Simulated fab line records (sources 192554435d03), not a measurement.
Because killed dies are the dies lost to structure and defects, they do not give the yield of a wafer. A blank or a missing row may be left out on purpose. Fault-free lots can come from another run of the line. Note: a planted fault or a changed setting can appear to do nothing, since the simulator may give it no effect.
Chamber matching    flow n5-finfet    3 sister chambers for N5_BEOL_M0_CO_CAP_123 on cvd-co-02
The step material Co, precursor CCTBA/H2, target thk 2 nm, time 102.1 s. 6 wafers are shown with their chamber, then 12 later ones without.

== WAFERS, EACH WITH ITS CHAMBER ==
wafer   chamber  heater-power-w (W)
L088.1  2        258
L088.2  0        258
L088.3  1        237
L091.1  2        260
L091.2  1        241
L091.3  0        258

== WAFERS WITH NO CHAMBER GIVEN ==
wafer   heater-power-w (W)
L091.4  257
L091.5  253
L091.6  242
L093.1  250
L093.4  251
L093.6  252
L094.1  252
L094.2  256
L094.3  260
L097.2  247
L097.4  260
L097.5  245

== WHICH CHAMBER EACH ONE RAN IN ==
wafer   from the rows above           in truth
L091.4  can't be placed: 0 or 2       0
L091.5  can't be placed: 0 or 2       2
L091.6  1                             1
L093.1  can't be placed: 0 or 2 or 1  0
L093.4  can't be placed: 0 or 2       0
L093.6  can't be placed: 0 or 2       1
L094.1  can't be placed: 0 or 2       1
L094.2  can't be placed: 0 or 2       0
L094.3  can't be placed: 2 or 0       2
L097.2  can't be placed: 1 or 0       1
L097.4  can't be placed: 2 or 0       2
L097.5  1                             1
Correct placement for 2 of the 12. From these rows, 10 cannot be placed; in 8 the true chamber is one of the candidates. Number placed wrongly: 0.
How it was worked out, from the rows above alone: a wafer's distance from a chamber is the root of the sum, over the readings, of the square of ((its reading less the chamber's mean) divided by the reading's scatter). If the next closest chamber is less than 2 further off than the closest, the wafer can't be placed; otherwise it belongs to the closest. For every chamber, the mean is computed from those of its wafers that are shown. The scatter: take each reading less its chamber's mean, square it, sum over the shown wafers, divide by the number of wafers less the number of chambers, and take the root.
